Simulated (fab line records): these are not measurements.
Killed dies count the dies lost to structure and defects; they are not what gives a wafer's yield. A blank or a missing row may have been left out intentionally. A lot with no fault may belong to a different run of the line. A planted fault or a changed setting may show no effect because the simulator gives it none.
fab line records	flow nand-harc
record lots=4	wafers=12	last-day=32
route steps=1302 shown A_CHANNEL_HOLE_D1@450 END@1301
lots with no fault: from the same line, run without faults
start-h: start of the lot's first displayed wafer, in hours after the record's first day	wait-h: how many hours have passed since the lot's step before this one	" as in the row above	L1.1+2: one row covering several wafers at once	- no value, or no start given	* or withheld: withheld	< > ~ a bound
route shown NAME@n: NAME is a module with steps in the file, n the number in the route of the first one	usual: mean/standard deviation taken from wafers without a fault	same: alike in all rows	chamber/n: place in a boat	sites: readings site by site	_std_site: standard deviation of those values	_edge_site: mean of outer sites minus mean of inner sites	radius-mm: how far each site lies from the wafer's centre	mask NAME#n: copy n	behind: the last tool/chamber to shape the wafer	hold: the reason the lot was held/the length of the hold in hours/how it ended	device: which transistor (n, p or np) failed to switch	end of line: the same wafers' tests at the end of the route	a step with no rows: only its recipe	killed: not the wafer's yield, but the dies lost to structure and defects at the first sort	map: a wafer's dies, x killed, . not, _ none there
set.NAME: the setting that was run; set.NAME@STEP: the one run at that earlier step	model.NAME: the simulator's own value behind a step, which no gauge read
lots at selected steps of the route; one table per step, one row per wafer
services: from which hour (start-h, from the record's first day; less than 0 if before it) a tool's chamber was out of use, for how many hours, and why
## steps
# step NHARC_A_CHANNEL_HOLE_D1_DEP_00
# recipe target-thk-a=31000	temp-c=400	material=aC
# step NHARC_A_CHANNEL_HOLE_D1_DEP_01
# recipe target-thk-a=1400	target-thk-nm=140	temp-c=400	pressure-torr=3.5	flow-sccm=200	rf-w=350	material=SiON
# step NHARC_A_CHANNEL_HOLE_D1_DEHYDRATE_02
# recipe temp-c=150	time-s=120
# step NHARC_A_CHANNEL_HOLE_D1_HMDS_03
# recipe time-s=30
# step NHARC_A_CHANNEL_HOLE_D1_COAT_36
# recipe temp-c=260	time-s=75
# step NHARC_A_CHANNEL_HOLE_D1_COAT_37
# recipe temp-c=225	time-s=65
# step NHARC_A_CHANNEL_HOLE_D1_COAT_04
# recipe spin-rpm=1500	resist-thk-nm=90
# step NHARC_A_CHANNEL_HOLE_D1_SOFTBAKE_05
# recipe temp-c=105	time-s=55
# step NHARC_A_CHANNEL_HOLE_D1_EBR_06
# step NHARC_A_CHANNEL_HOLE_D1_EXPOSE_07
# recipe na=1.35	target-cd-nm=100	sigma-outer=0.3	dose-mj=59.65	mask-id=HOLE_D1
# step NHARC_A_CHANNEL_HOLE_D1_PEB_08
# recipe peb-temp-c=100	peb-time-s=65
lot.wafer	tool	chamber	start-h	wait-h
L287.1+2+4	litho-track-06	0	289.02	0.1
L290.1+2+4	litho-track-06	0	305.82	0.1
L295.3+4+6	litho-track-04	0	358.80	0.0
L299.1+5+6	litho-track-06	0	395.40	0.1
# step NHARC_A_CHANNEL_HOLE_D1_DEVELOP_09
# recipe develop-time-s=35	dev-temp-c=23
# step NHARC_A_CHANNEL_HOLE_D1_CD_MEAS_10
# recipe target-cd-nm=100	landing-energy-ev=500
# usual cd-nm=100.0/0.52
lot.wafer	tool	chamber	start-h	wait-h	cd-nm
L287.1	cd-sem-01	0	289.10	-	108.9
L287.2	"	0	"	"	108.8
L287.4	"	0	"	"	108.6
L290.1	cd-sem-01	0	305.90	-	109.0
L290.2	"	0	"	"	109.5
L290.4	"	0	"	"	109.0
L295.3	cd-sem-03	0	358.88	-	100.1
L295.4	"	0	"	"	99.5
L295.6	"	0	"	"	100.4
L299.1	cd-sem-03	0	395.48	-	100.0
L299.5	"	0	"	"	99.7
L299.6	"	0	"	"	100.0
# step NHARC_A_CHANNEL_HOLE_D1_DESCUM_15
# recipe time-s=3	o2-flow-sccm=200	ar-flow-sccm=0	bias-power-w=0	chemistry=O2
# usual drypump-motor-current-A=5.7/0.45	oes-product-au=0.997/0.011	rf-vpp-V=58.1/0.95	showerhead-plenum-p-Torr=1.97/0.089	throttle-valve-pct=11.311/0.0091
lot.wafer	tool	chamber	start-h	wait-h	drypump-motor-current-A	oes-product-au	rf-hours-counter-h	rf-vpp-V	showerhead-plenum-p-Torr	throttle-valve-pct	model.A_CHANNEL_HOLE_D1.cd-nm
L287.4	rie-diel-13	3	289.30	0.1	5.9	1.011	41	57.4	1.95	11.313	108.1
L287.1	"	0	"	"	5.3	1.003	40	57.3	1.97	11.302	107.8
L287.2	"	1	"	"	5.9	1.000	24	60.1	2.05	11.318	107.7
L290.1	rie-diel-01	0	306.10	0.1	5.4	1.011	31	58.7	2.07	11.307	109.6
L290.4	"	1	"	"	6.0	0.973	30	57.8	1.94	11.310	109
L290.2	"	2	"	"	5.5	0.990	23	59.0	1.90	11.306	109.4
L295.4	rie-diel-01	1	359.07	0.1	6.0	0.980	47	57.6	1.94	11.300	99.72
L295.3	"	2	"	"	5.5	0.997	42	57.5	1.90	11.314	100.2
L295.6	"	1	"	"	6.0	0.987	-	58.7	1.94	11.311	100.5
L299.1	rie-diel-11	3	395.66	0.1	6.2	1.001	11	58.1	2.00	11.315	100.4
L299.5	"	3	"	"	6.2	0.995	-	59.2	2.00	11.305	99.54
L299.6	"	0	"	"	5.4	0.989	-	57.1	1.77	11.304	100.2
# step NHARC_A_CHANNEL_HOLE_D1_ETCH_38
# recipe target-depth-a=390	over-etch-frac=0.3	time-s=65	ion-energy-ev=80	cf4-flow-sccm=150	ar-flow-sccm=0	rf-w=300	bias-w=100	chemistry=CF4
# step NHARC_A_CHANNEL_HOLE_D1_ETCH_39
# recipe target-depth-a=2600	over-etch-frac=0.3	time-s=325	ion-energy-ev=200	n2-flow-sccm=150	h2-flow-sccm=150	ar-flow-sccm=0	rf-w=400	bias-w=150	chemistry=N2/H2
# step NHARC_A_CHANNEL_HOLE_D1_ETCH_34
# recipe target-depth-a=1540	time-s=77	cf4-flow-sccm=100	chf3-flow-sccm=30	ar-flow-sccm=0	rf-w=500	bias-w=200	chemistry=CF4/CHF3
# step NHARC_A_CHANNEL_HOLE_D1_ETCH_16
# recipe target-depth-a=31000	over-etch-frac=0.3	time-s=806	ion-energy-ev=150	o2-flow-sccm=400	cos-flow-sccm=20	ar-flow-sccm=0	rf-w=500	bias-w=300	chemistry=O2/COS
# step NHARC_A_CHANNEL_HOLE_D1_CD_MEAS_18
# usual cd-nm=99.2/1.8
lot.wafer	tool	chamber	start-h	wait-h	cd-nm
L287.1	cd-sem-02	-	290.39	-	106.3
L287.2	"	-	"	"	109.2
L287.4	"	-	"	"	107.3
L290.1	cd-sem-01	-	307.20	-	108.1
L290.2	"	-	"	"	109.7
L290.4	"	-	"	"	107.6
L295.3	cd-sem-03	-	360.57	-	100.0
L295.4	"	-	"	"	98.1
L295.6	"	-	"	"	98.2
L299.1	cd-sem-01	-	396.77	-	97.4
L299.5	"	-	"	"	99.1
L299.6	"	-	"	"	101.4
# step NHARC_A_CHANNEL_HOLE_D1_ETCH_19
# recipe bias-v=1200	source-w=2500	pressure-mtorr=15	time-s=34.5	ar-flow-sccm=375	c4f8-flow-sccm=28.8	o2-flow-sccm=96.2	temp-c=-20	target-depth-a=*	chemistry=C4F8/O2/Ar
# step NHARC_A_CHANNEL_HOLE_D1_ETCH_20
# recipe bias-v=3000	source-w=withheld	pressure-mtorr=20	time-s=361.9	ar-flow-sccm=375	c4f8-flow-sccm=89.3	o2-flow-sccm=35.7	temp-c=-20	target-depth-a=16000	chemistry=C4F8/O2/Ar
# step NHARC_A_CHANNEL_HOLE_D1_ETCH_21
# recipe bias-v=3000	source-w=withheld	pressure-mtorr=20	time-s=514.3	ar-flow-sccm=375	c4f8-flow-sccm=89.3	o2-flow-sccm=35.7	temp-c=-20	target-depth-a=16000	chemistry=C4F8/O2/Ar
# step NHARC_A_CHANNEL_HOLE_D1_ETCH_22
# recipe bias-v=3000	source-w=withheld	pressure-mtorr=20	time-s=666.7	ar-flow-sccm=375	c4f8-flow-sccm=89.3	o2-flow-sccm=35.7	temp-c=-20	target-depth-a=16000	chemistry=C4F8/O2/Ar
# step NHARC_A_CHANNEL_HOLE_D1_ETCH_23
# recipe bias-v=5000	source-w=withheld	pressure-mtorr=20	time-s=819	ar-flow-sccm=375	c4f8-flow-sccm=89.3	o2-flow-sccm=35.7	temp-c=-20	target-depth-a=16000	chemistry=C4F8/O2/Ar
# step NHARC_A_CHANNEL_HOLE_D1_ETCH_24
# recipe bias-v=5000	source-w=withheld	pressure-mtorr=20	time-s=906.2	ar-flow-sccm=375	c4f8-flow-sccm=93.8	o2-flow-sccm=31.2	temp-c=-20	target-depth-a=15000	chemistry=C4F8/O2/Ar
# step NHARC_A_CHANNEL_HOLE_D1_ETCH_25
# recipe bias-v=5000	source-w=withheld	pressure-mtorr=20	time-s=1040.2	ar-flow-sccm=375	c4f8-flow-sccm=93.8	o2-flow-sccm=31.2	temp-c=-20	target-depth-a=15000	chemistry=C4F8/O2/Ar
# step NHARC_A_CHANNEL_HOLE_D1_ETCH_26
# recipe bias-v=300	source-w=2000	pressure-mtorr=30	time-s=224.1	ar-flow-sccm=375	c4f8-flow-sccm=11.4	o2-flow-sccm=113.6	temp-c=-20	target-depth-a=3000	chemistry=C4F8/O2/Ar
# step NHARC_A_CHANNEL_HOLE_D1_ETCH_33
# recipe bias-v=400	source-w=2000	pressure-mtorr=25	time-s=90	ar-flow-sccm=375	c4f8-flow-sccm=41.7	o2-flow-sccm=83.3	temp-c=-20	target-depth-a=4000	chemistry=C4F8/O2/Ar
# step NHARC_A_CHANNEL_HOLE_D1_STRIP_41
# recipe n2-flow-sccm=150	h2-flow-sccm=150	ar-flow-sccm=0	bias-w=0	chemistry=N2/H2
# step NHARC_A_CHANNEL_HOLE_D1_STRIP_42
# recipe cf4-flow-sccm=100	chf3-flow-sccm=30	ar-flow-sccm=0	bias-w=0	chemistry=CF4/CHF3
# step NHARC_A_CHANNEL_HOLE_D1_STRIP_43
# recipe o2-flow-sccm=400	cos-flow-sccm=20	ar-flow-sccm=0	bias-w=0	chemistry=O2/COS
# step NHARC_A_CHANNEL_HOLE_D1_ETCH_44
# recipe target-depth-a=1400	overetch-a=140	time-s=77	ion-energy-ev=100	cf4-flow-sccm=80	o2-flow-sccm=20	ar-flow-sccm=0	rf-w=300	bias-w=100	chemistry=CF4/O2
# usual cf4-flow-sccm=79.98/0.26	drypump-motor-current-A=5.7/0.49	oes-product-au=0.999/0.011	rf-vpp-V=198.4/1.5	showerhead-plenum-p-Torr=1.37/0.065	throttle-valve-pct=13.398/0.0093
lot.wafer	tool	chamber	start-h	wait-h	cf4-flow-sccm	drypump-motor-current-A	oes-product-au	rf-hours-counter-h	rf-vpp-V	showerhead-plenum-p-Torr	throttle-valve-pct	model.A_CHANNEL_HOLE_D1.cd-nm
L287.1	rie-diel-11	2	295.46	0.1	79.70	6.3	0.991	3	198.7	1.39	13.392	98.9
L287.4	"	3	"	"	79.36	6.2	1.009	4	199.0	1.40	13.396	97.48
L287.2	"	0	"	"	79.54	5.4	0.991	4	195.8	1.24	13.401	99.72
L290.1	rie-diel-11	1	314.67	0.1	79.89	5.0	1.001	4	199.6	1.43	13.392	99.03
L290.2	"	2	"	"	80.36	6.3	0.989	5	199.5	1.39	13.391	100.1
L290.4	"	3	"	"	80.08	6.2	1.013	5	198.7	1.39	13.386	98.03
L295.4	rie-diel-01	1	365.44	0.1	80.20	6.0	0.981	50	197.4	1.35	13.409	91.62
L295.3	"	2	"	"	80.12	5.5	0.992	44	196.0	1.32	13.403	89.32
L295.6	"	0	"	"	80.03	5.4	1.006	-	199.8	1.43	13.408	90.47
L299.1	rie-diel-11	2	406.23	0.1	79.87	6.3	0.992	12	199.5	1.39	13.396	89.32
L299.6	"	2	"	"	80.23	6.3	0.993	-	200.7	1.39	13.400	89.75
L299.5	"	3	"	"	79.87	6.2	0.998	-	199.2	1.39	13.397	88.13
# step NHARC_A_CHANNEL_HOLE_D1_STRIP_27
# recipe o2-flow-sccm=500	ar-flow-sccm=0	bias-w=0	chemistry=O2
# step NHARC_A_CHANNEL_HOLE_D1_PRECLEAN_28
# recipe time-s=*	temp-c=50	bath-age-min=0	chemistry=SC1
# step NHARC_A_CHANNEL_HOLE_D1_SRD_29
# step NHARC_A_CHANNEL_HOLE_D1_CD_MEAS_30
# usual cd-nm=89.5/1.2
lot.wafer	tool	chamber	start-h	wait-h	cd-nm
L287.1	cd-sem-03	-	296.25	-	98.4
L287.2	"	-	"	"	99.8
L287.4	"	-	"	"	97.3
L290.1	cd-sem-03	-	315.45	-	98.8
L290.2	"	-	"	"	99.7
L290.4	"	-	"	"	97.7
L295.3	cd-sem-03	-	366.23	-	89.7
L295.4	"	-	"	"	92.3
L295.6	"	-	"	"	90.1
L299.1	cd-sem-01	-	407.03	-	88.8
L299.5	"	-	"	"	87.8
L299.6	"	-	"	"	89.3
# step NHARC_A_CHANNEL_HOLE_D1_XSEM_31
# recipe landing-energy-ev=35000
# usual bot-cd-nm=74.0/1.3	bow-nm=8.6/0.3	tilt-deg=0.08/0.039
lot.wafer	tool	chamber	start-h	wait-h	bot-cd-nm	bow-nm	tilt-deg
L287.1	xsem-02	0	296.34	0.1	84.1	8.9	0.09
L287.2	"	0	"	"	84.7	9.0	0.09
L287.4	"	0	"	"	82.0	9.0	0.09
L290.1	xsem-01	0	315.53	0.1	84.1	8.6	0.01
L290.2	"	0	"	"	84.9	8.5	0.01
L290.4	"	0	"	"	82.9	8.5	0.01
L295.3	xsem-01	0	366.32	0.1	73.7	8.6	0.06
L295.4	"	0	"	"	76.3	8.6	0.06
L295.6	"	0	"	"	74.2	8.7	0.06
L299.1	xsem-02	0	407.12	0.1	73.7	8.8	0.06
L299.5	"	0	"	"	72.7	8.8	0.06
L299.6	"	0	"	"	73.9	8.8	0.06
# step NHARC_END_WLT_00
# usual VT_DECK1_BOTTOM=0.869/0.0067	VT_DECK1_BOTTOM_INNER=0.870/0.007	VT_DECK1_MEDIAN_NEAR_BOTTOM=0.871/0.0061	VT_DECK1_MEDIAN_NEAR_BOTTOM_INNER=0.871/0.0072	VT_DECK1_MIDDLE=0.884/0.0061	VT_DECK1_MIDDLE_INNER=0.884/0.0067	VT_DECK1_TOP=0.896/0.0068	VT_DECK1_TOP_INNER=0.896/0.0071	VT_DECK2_BOTTOM=0.869/0.0071	VT_DECK2_BOTTOM_INNER=0.869/0.0066	VT_DECK2_MEDIAN_NEAR_BOTTOM=0.870/0.0067	VT_DECK2_MEDIAN_NEAR_BOTTOM_INNER=0.871/0.0076	VT_DECK2_MIDDLE=0.882/0.0074	VT_DECK2_MIDDLE_INNER=0.881/0.0073	VT_DECK2_TOP=0.893/0.0073	VT_DECK2_TOP_INNER=0.894/0.0076
lot.wafer	tool	chamber	start-h	wait-h	VT_DECK1_BOTTOM	VT_DECK1_BOTTOM_INNER	VT_DECK1_MEDIAN_NEAR_BOTTOM	VT_DECK1_MEDIAN_NEAR_BOTTOM_INNER	VT_DECK1_MIDDLE	VT_DECK1_MIDDLE_INNER	VT_DECK1_TOP	VT_DECK1_TOP_INNER	VT_DECK2_BOTTOM	VT_DECK2_BOTTOM_INNER	VT_DECK2_MEDIAN_NEAR_BOTTOM	VT_DECK2_MEDIAN_NEAR_BOTTOM_INNER	VT_DECK2_MIDDLE	VT_DECK2_MIDDLE_INNER	VT_DECK2_TOP	VT_DECK2_TOP_INNER
L287.1	prober-02	-	671.62	0.1	0.886	0.889	0.879	0.892	0.897	0.901	0.906	0.903	0.882	0.875	0.879	0.879	0.884	0.893	0.898	0.898
L287.2	"	-	"	"	0.884	0.890	0.887	0.893	0.898	0.894	0.905	0.904	0.861	0.865	0.874	0.873	0.886	0.882	0.898	0.894
L287.4	"	-	"	"	0.888	0.872	0.888	0.881	0.895	0.895	0.904	0.907	0.878	0.872	0.877	0.876	0.882	0.896	0.902	0.896
L290.1	prober-01	-	679.39	2.5	0.896	0.902	0.896	0.896	0.905	0.904	0.915	0.913	0.872	0.865	0.877	0.866	0.886	0.886	0.890	0.895
L290.2	"	-	"	"	0.892	0.897	0.893	0.894	0.910	0.910	0.915	0.919	0.871	0.869	0.874	0.876	0.884	0.896	0.892	0.902
L290.4	"	-	680.91	4.0	0.893	0.889	0.890	0.894	0.902	0.909	0.913	0.913	0.875	0.875	0.869	0.876	0.887	0.888	0.892	0.896
L295.3	prober-01	-	737.55	1.0	0.875	0.871	0.862	0.867	0.887	0.881	0.884	0.888	0.857	0.861	0.868	0.866	0.862	0.875	0.882	0.890
L295.4	"	-	"	"	0.874	0.869	0.872	0.868	0.882	0.874	0.886	0.884	0.862	0.865	0.868	0.859	0.871	0.869	0.879	0.881
L295.6	"	-	"	"	0.860	0.872	0.866	0.857	0.882	0.884	0.889	0.882	0.871	0.862	0.862	0.866	0.868	0.873	0.889	0.885
L299.1	prober-02	-	770.18	0.1	0.872	0.878	0.875	0.876	0.897	0.887	0.903	0.913	0.858	0.858	0.861	0.862	0.871	0.872	0.889	0.888
L299.5	"	-	772.17	2.0	0.883	0.882	0.881	0.877	0.885	0.886	0.915	0.900	0.853	0.854	0.864	0.849	0.872	0.867	0.879	0.876
L299.6	"	-	"	"	0.874	0.877	0.879	0.878	0.901	0.894	0.903	0.907	0.850	0.851	0.858	0.852	0.868	0.873	0.879	0.884
# step NHARC_END_SORT_01
# recipe temp-c=25
# usual killed-at-array=55/19	killed-at-other=0.8/1.1	killed-at-periphery=4.0/2.6	killed-dies=60/20	killed-open=3.4/1.7	killed-short=2.6/1.5
# same gross-dies=677
lot.wafer	tool	chamber	start-h	wait-h	killed-at-array	killed-at-other	killed-at-periphery	killed-dies	killed-open	killed-short
L287.1	prober-02	0	674.59	2.5	49	0	2	51	5	2
L287.2	prober-02	0	675.41	2.8	68	0	1	69	8	2
L287.4	prober-02	0	677.05	3.5	46	0	1	47	1	2
L290.2	prober-01	0	683.24	2.8	59	1	3	63	4	5
L299.1	prober-02	0	773.16	2.5	65	1	1	67	2	2
L299.5	prober-02	0	776.33	3.7	59	0	2	61	5	4
L299.6	prober-02	0	777.12	4.0	76	1	3	80	5	2
# killed by level:class
L287.1 A_CHANNEL_HOLE_D1:chamber-film-flake=27 A_STAIRCASE:chamber-film-flake=8 A_CHANNEL_HOLE_D2:chamber-film-flake=5 A_WL_FILL:chamber-film-flake=2 A_CHANNEL_FILL_D1:geometric-particle:open=1 A_ONON_D2:geometric-particle:open=1 A_ONON_D2:geometric-particle:short=1 A_CHANNEL_FILL_D2:geometric-particle:short=1
L287.2 A_CHANNEL_HOLE_D1:chamber-film-flake=32 A_STAIRCASE:chamber-film-flake=12 A_CHANNEL_HOLE_D2:chamber-film-flake=10 A_M0:geometric-particle:open=3 A_SGD_CUT:chamber-film-flake=3 A_SOURCE_PLATE:geometric-particle:open=2 A_CHANNEL_FILL_D1:chamber-film-flake=2 P_GATE:geometric-particle:open=1
L287.4 A_CHANNEL_HOLE_D1:chamber-film-flake=26 A_STAIRCASE:chamber-film-flake=8 A_SGD_CUT:chamber-film-flake=2 A_CHANNEL_HOLE_D2:chamber-film-flake=2 A_SLIT:chamber-film-flake=2 A_CHANNEL_FILL_D1:geometric-particle:short=1 A_ONON_D2:geometric-particle:short=1 A_CHANNEL_FILL_D2:geometric-particle:open=1
L290.2 A_SLIT:chamber-film-flake=25 A_CHANNEL_HOLE_D2:chamber-film-flake=6 A_STAIRCASE:chamber-film-flake=4 A_CHANNEL_HOLE_D1:area-peb=4 A_M1:chamber-film-flake=3 A_CHANNEL_FILL_D1:geometric-particle:short=2 A_CHANNEL_FILL_D1:geometric-particle:open=2 P_M2:chamber-film-flake=2
L299.1 A_CHANNEL_HOLE_D2:chamber-film-flake=24 A_CONTACT:chamber-film-flake=12 A_CHANNEL_HOLE_D1:chamber-film-flake=9 A_SLIT:chamber-film-flake=8 A_STAIRCASE:chamber-film-flake=5 A_WL_FILL:chamber-film-flake=4 A_ONON_D1:geometric-particle:short=2 A_DECK1_JOINT:geometric-particle:open=1
L299.5 A_CHANNEL_HOLE_D2:chamber-film-flake=18 A_CONTACT:chamber-film-flake=12 A_CHANNEL_HOLE_D1:chamber-film-flake=9 A_SLIT:chamber-film-flake=6 A_STAIRCASE:chamber-film-flake=4 P_M0:geometric-particle:open=1 A_ONON_D1:geometric-particle:short=1 A_DECK1_JOINT:geometric-particle:short=1
L299.6 A_CHANNEL_HOLE_D2:chamber-film-flake=28 A_CHANNEL_HOLE_D1:chamber-film-flake=14 A_CONTACT:chamber-film-flake=12 A_SLIT:chamber-film-flake=10 A_STAIRCASE:chamber-film-flake=6 P_M0:geometric-particle:open=2 A_ONON_D2:geometric-particle:open=1 A_CHANNEL_FILL_D2:geometric-particle:short=1
## services
tool	chamber	start-h	hours	kind
rie-diel-01	2	266.83	4.5	repair
rie-diel-11	1	275.12	7.7	repair
rie-diel-11	0	289.00	-	clean
rie-diel-11	1	289.00	-	clean
rie-diel-11	2	289.00	-	clean
rie-diel-11	3	289.00	-	clean
rie-diel-13	3	290.32	11.8	repair
rie-diel-11	0	313.50	-	clean
rie-diel-11	1	313.50	-	clean
rie-diel-11	2	313.50	-	clean
rie-diel-11	3	313.50	-	clean
rie-diel-13	0	332.37	2.7	repair
rie-diel-11	0	338.00	-	clean
rie-diel-11	1	338.00	-	clean
rie-diel-11	2	338.00	-	clean
rie-diel-11	3	338.00	-	clean
rie-diel-13	-	342.00	9.0	pm
litho-track-06	-	354.00	7.0	pm
rie-diel-01	3	354.00	1.6	repair
rie-diel-11	3	362.33	4.3	repair
rie-diel-01	0	373.04	3.4	repair
xsem-01	-	374.00	14.0	pm
litho-track-04	-	378.00	7.0	pm
rie-diel-01	-	380.82	9.0	pm
## key
first-sign step=NHARC_A_CHANNEL_HOLE_D1_CD_MEAS_10	reading=cd-nm	direction=up	sigmas=17	usual=100.0	struck=109.0
effect step=NHARC_A_CHANNEL_HOLE_D1_CD_MEAS_18	reading=cd-nm	direction=up	sigmas=5	usual=99.2	struck=108.0
effect step=NHARC_A_CHANNEL_HOLE_D1_CD_MEAS_30	reading=cd-nm	direction=up	sigmas=7.6	usual=89.5	struck=98.6
effect step=NHARC_A_CHANNEL_HOLE_D1_XSEM_31	reading=bot-cd-nm	direction=up	sigmas=7.6	usual=74.0	struck=83.8
effect step=NHARC_END_WLT_00	reading=VT_DECK1_BOTTOM	direction=up	sigmas=3.1	usual=0.869	struck=0.890
model-effect step=NHARC_A_CHANNEL_HOLE_D1_DESCUM_15	value=A_CHANNEL_HOLE_D1.cd-nm	without=99.5	struck=108.6
model-effect step=NHARC_A_CHANNEL_HOLE_D1_ETCH_44	value=A_CHANNEL_HOLE_D1.cd-nm	without=89.78	struck=98.87
met-at NHARC_A_CHANNEL_HOLE_D1_PEB_08
struck-wafers L287.1,L287.2,L287.4,L290.1,L290.2,L290.4
tester-left-out L287,L290
fault kind=process-parameter-drift	tool=litho-track-06	chamber=-	onset-h=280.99	steps=NHARC_A_CHANNEL_HOLE_D1_PEB_08	channel=peb-time-s	offset=*	shape=step	end-h=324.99	acts-in=*	stated=*
# tester-left-out: of these lots the tester's yield and bins aren't shown, on N5 and GAA mostly nor the transistor test; their killed dies are dies lost to structure and defects alone, not to doping, threshold or leakage, so they don't give the yield
